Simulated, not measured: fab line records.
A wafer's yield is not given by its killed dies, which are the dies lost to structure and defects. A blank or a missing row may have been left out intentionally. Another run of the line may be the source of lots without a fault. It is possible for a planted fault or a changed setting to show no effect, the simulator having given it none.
The tool behind it: which one?    flow nand-harc    40 wafers from 14 lots sampled at 2 of the route's 1302 steps

## WHAT THE GAUGES SHOWED, per wafer
NHARC_A_SLIT_CD_MEAS_09: the cd target is 300 nm.
lot   measured      on         cd-nm (nm)
L973  day 20 01:45  cd-sem-02  298.7 299.4 299.2
L974  day 20 03:21  cd-sem-01  300.1 299.5 300.3
L976  day 20 22:31  cd-sem-03  299.5 299.3 299.4
L978  day 22 01:30  cd-sem-03  300.3 300.0 300.1
L979  day 22 02:10  cd-sem-03  299.8 299.6 299.6
L982  day 23 11:01  cd-sem-02  299.4 299.9
L981  day 23 23:25  cd-sem-01  300.4 299.3 300.0
L980  day 23 23:34  cd-sem-03  299.7 300.0 300.4
L983  day 24 11:58  cd-sem-01  298.8 299.5
L989  day 26 18:40  cd-sem-03  299.5 299.9 299.9
L991  day 27 09:29  cd-sem-03  300.3 300.2 300.2
L990  day 27 09:39  cd-sem-03  300.0 299.2 300.0
L994  day 28 13:52  cd-sem-01  299.3 299.2 299.8
L993  day 28 12:48  cd-sem-02  300.1 300.2 300.0

## TOOL THAT RAN EACH LOT (tool first, then ch and the chambers of the sampled wafers, then the start)
lot   NHARC_A_SGD_CUT_ETCHBACK_24
L973  rie-diel-03 ch 0,2,3, day 19 19:20
L974  rie-diel-05 ch 1,2,3, day 19 19:25
L976  rie-diel-09 ch 0,2,3, day 20 17:31
L978  rie-diel-05 ch 0,2, day 21 18:51
L979  rie-diel-03 ch 0,3, day 21 18:56
L982  rie-diel-05 ch 2, day 23 05:59
L981  rie-diel-05 ch 0,2,3, day 23 16:49
L980  rie-diel-09 ch 0,1,3, day 23 16:50
L983  rie-diel-09 ch 1,2, day 24 05:52
L989  rie-diel-09 ch 1,2,3, day 26 09:12
L991  rie-diel-03 ch 0,2,3, day 27 04:22
L990  rie-diel-05 ch 1,2,3, day 27 04:26
L994  rie-diel-05 ch 0,1, day 28 06:01
L993  rie-diel-09 ch 0,1,2, day 28 06:03
- NHARC_A_SGD_CUT_ETCHBACK_24: etches the open film in CH3F/O2, target depth 50 nm, time 92.857 s.

## WHAT THE TOOLS THEMSELVES READ (means of the sampled wafers that have a number; where no wafer has one, the mark that the record gives instead)
NHARC_A_SGD_CUT_ETCHBACK_24.
lot   tool         drypump-motor-current-A (A)  oes-product-au (a.u.)  rf-vpp-V (V)  showerhead-plenum-p-Torr (Torr)  throttle-valve-pct (%)
L973  rie-diel-03  5.8                          1.00                   245.7         2.50                             20.667
L974  rie-diel-05  5.7                          0.95                   244.4         2.46                             20.667
L976  rie-diel-09  6.0                          1.00                   246.3         2.61                             20.657
L978  rie-diel-05  5.5                          0.98                   244.4         2.47                             20.659
L979  rie-diel-03  5.7                          1.01                   245.1         2.47                             20.652
L982  rie-diel-05  5.2                          1.00                   245.9         2.58                             20.663
L981  rie-diel-05  5.6                          0.99                   244.2         2.49                             20.666
L980  rie-diel-09  6.0                          0.99                   245.6         2.58                             20.668
L983  rie-diel-09  5.2                          0.96                   245.6         2.59                             20.664
L989  rie-diel-09  5.6                          0.99                   245.8         2.58                             20.662
L991  rie-diel-03  5.8                          0.93                   245.6         2.49                             20.660
L990  rie-diel-05  5.7                          0.92                   243.6         2.46                             20.656
L994  rie-diel-05  5.9                          0.92                   243.8         2.36                             20.660
L993  rie-diel-09  5.6                          0.93                   246.0         2.59                             20.664

## THE ANSWER, worked out from the rows above alone
Rule: usual is defined by the lots themselves. Put in order of their means at a reading, lots are off if they are a third of the lots or fewer, leave a main group of 4 or more, and stand apart from it by a gap of 3 or more times the standard deviation of the main group's means; of several such gaps the widest counts. A main group is skipped when, at the precision printed for the reading in the tables above, its means are all equal. A lot without any number at a reading at which 4 lots or more have one is off too. All remaining lots with rows at the step are treated as sound. Order of review: gauges by route order, followed by the tools' own readings, for which a lot's mean as printed above is used. At the first step where some lot is off, the reading lying furthest off is the one used; lots without a number count as furthest.
None of the lots is off at any reading shown; this tells nothing.

## WHAT THE SIMULATOR PUT IN
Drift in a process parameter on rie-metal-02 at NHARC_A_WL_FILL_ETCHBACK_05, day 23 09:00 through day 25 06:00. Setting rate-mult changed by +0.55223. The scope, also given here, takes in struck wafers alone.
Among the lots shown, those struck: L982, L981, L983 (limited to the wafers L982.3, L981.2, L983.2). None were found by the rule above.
